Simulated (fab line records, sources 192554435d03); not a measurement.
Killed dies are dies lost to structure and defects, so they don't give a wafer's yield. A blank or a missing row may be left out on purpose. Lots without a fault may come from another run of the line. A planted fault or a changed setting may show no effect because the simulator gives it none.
A struck lot beside a sound one | flow n5_finfet | 18 steps out of a route of 1938
Sound: wafers L791.1, L791.5, L791.6. Struck: wafers L807.2, L807.4, L807.6. The cause comes at the end.
At each step with rows: each side's tool, then ch and its chambers, then its first start. Under that, the readings that differ: sound wafers | struck wafers | difference of the means | sigmas: that difference in standard deviations of wafers without a fault.
alike: readings whose means differ by less than 2 such deviations, and words and numbers that are the same on both sides. not compared: withheld readings, readings that some wafer has no value for, bounds like >300 that may hide the same value, and numbers for which the record gives no deviation and whose values overlap.
The two part at a step that has a row with sigmas, a row that says differs or no value, or rows on one side only. Numbers that don't overlap but have no deviation are shown without sigmas and don't part them. A reading that every wafer of one side lacks parts them only if that side has two wafers or more.

first, 6 steps without rows for these wafers: N5_BEOL_M6_COAT_22 (resist thk 30 nm); N5_BEOL_M6_EBR_24; N5_BEOL_M6_SOFTBAKE_23 (time 60 s); N5_BEOL_M6_EXPOSE_25 (exposes mask V5, target cd 40 nm); N5_BEOL_M6_PEB_26 (peb time 60 s); N5_BEOL_M6_DEVELOP_27 (develop time 30 s).
N5_BEOL_M6_CD_MEAS_28: target cd 40 nm.
  sound on cd_sem-02 ch 0, day 8 09:00; struck on cd_sem-03 ch 0, day 12 09:03
  reading    | sound             | struck            | difference | sigmas
  cd_nm (nm) | 40.23 39.71 39.62 | 40.43 40.14 40.49 | +0.50      | +2
N5_BEOL_M6_OVL_MEAS_29:
  sound on overlay-02 ch 0, day 8 09:02; struck on overlay-02 ch 0, day 12 09:05
  alike: V5_OVL
N5_BEOL_M6_INSPECT_30: inspects for defects (brightfield).
  sound on defect_inspect-01, day 8 09:05; struck on defect_inspect-02, day 12 09:08
  alike: raw_defect_count
N5_BEOL_M6_DESCUM_33: chemistry O2, time 7 s.
  sound on rie_diel-04 ch 0,3, day 8 09:09; struck on rie_diel-03 ch 0,3, day 12 09:13
  alike: drypump_motor_current_A, oes_product_au, rf_vpp_V, showerhead_plenum_p_Torr, throttle_valve_pct
  not compared: rf_hours_counter_h
N5_BEOL_M6_ETCH_72: etches underlayer in N2/H2, target depth 6.5 nm, time 5.2 s.
  sound on rie_diel-04 ch 0,3, day 8 09:11; struck on rie_diel-03 ch 0,3, day 12 09:15
  reading                | sound             | struck            | difference | sigmas
  n2_flow_sccm (sccm)    | 198.3 199.5 198.2 | 200.7 199.6 200.3 | +1.5       | +2
  rf_fwd_power_W (W)     | 816.8 814.9 818.6 | 822.3 819.9 824.7 | +5.5       | +2
  throttle_valve_pct (%) | 18.08 17.78 18.10 | 17.53 17.54 17.54 | -0.45      | -2
  alike: bias_w, drypump_motor_current_A, etch_rf_on_time_s, oes_product_au, rf_vpp_V, showerhead_plenum_p_Torr
  not compared: rf_hours_counter_h
N5_BEOL_M6_ETCH_65: etches SiARC in CF4, target depth 15.6 nm, time 26 s.
  sound on rie_diel-04 ch 0,3, day 8 09:12; struck on rie_diel-03 ch 0,3, day 12 09:16
  reading                | sound             | struck            | difference | sigmas
  throttle_valve_pct (%) | 15.87 15.61 15.86 | 15.42 15.31 15.40 | -0.40      | -2
  alike: bias_w, cf4_flow_sccm, drypump_motor_current_A, etch_rf_on_time_s, oes_product_au, rf_fwd_power_W, rf_vpp_V, showerhead_plenum_p_Torr
  not compared: rf_hours_counter_h
N5_BEOL_M6_ETCH_66: etches SOC in N2/H2, target depth 80 nm, overetch 16 nm, time 120 s.
  sound on rie_diel-04 ch 0,3, day 8 09:14; struck on rie_diel-03 ch 0,3, day 12 09:18
  reading                                    | sound             | struck               | difference | sigmas
  rf_fwd_power_W (W)                         | 835.6 833.9 837.6 | 1036.0 1036.2 1036.3 | +200.5     | +77
  rf_vpp_V (V)                               | 522.0 525.4 522.1 | 490.2 489.3 490.3    | -33.2      | -14
  throttle_valve_pct (%)                     | 18.03 17.75 18.04 | 17.49 17.50 17.49    | -0.45      | -2
  model.SiARC_of_BEOL_M6_COAT_64.thk_nm (nm) | 6.6 6.4 6.6       | 6 5.8 6              | -1         |
  model.BEOL_M6.cd_nm (nm)                   | 39.8 39.8 40.2    | 40.6 40.8 40.6       | +0.7       |
  alike: bias_w, drypump_motor_current_A, n2_flow_sccm, oes_product_au, showerhead_plenum_p_Torr
  not compared: rf_hours_counter_h
then, 2 steps without rows for these wafers: N5_BEOL_M6_STRIP_69 (strips in N2/H2); N5_BEOL_M6_STRIP_73 (strips in N2/H2).
N5_BEOL_M6_VIA_ETCH_34: etches SiCOH lowk in C4F6/O2, target depth 126.3 nm, time 50.9 s.
  sound on rie_diel-04 ch 0,3, day 8 09:20; struck on rie_diel-03 ch 0,3, day 12 09:24
  reading                  | sound      | struck         | difference | sigmas
  model.BEOL_M6.cd_nm (nm) | 39.8 40 40 | 40.6 40.8 40.6 | +0.7       |
  alike: bias_w, drypump_motor_current_A, oes_f_703_au, oes_product_au, rf_fwd_power_W, rf_vpp_V, showerhead_plenum_p_Torr, throttle_valve_pct
  not compared: rf_hours_counter_h
then, 2 steps without rows for these wafers: N5_BEOL_M6_STRIP_76 (strips in C4F6/O2); N5_PASSIVATION_PROBE_49.

WHERE THEY PART
First at N5_BEOL_M6_CD_MEAS_28; last, within this record, at N5_BEOL_M6_ETCH_66. Later steps at which nothing parts them and some readings are alike: N5_BEOL_M6_VIA_ETCH_34.

WHY: what the simulator had put in
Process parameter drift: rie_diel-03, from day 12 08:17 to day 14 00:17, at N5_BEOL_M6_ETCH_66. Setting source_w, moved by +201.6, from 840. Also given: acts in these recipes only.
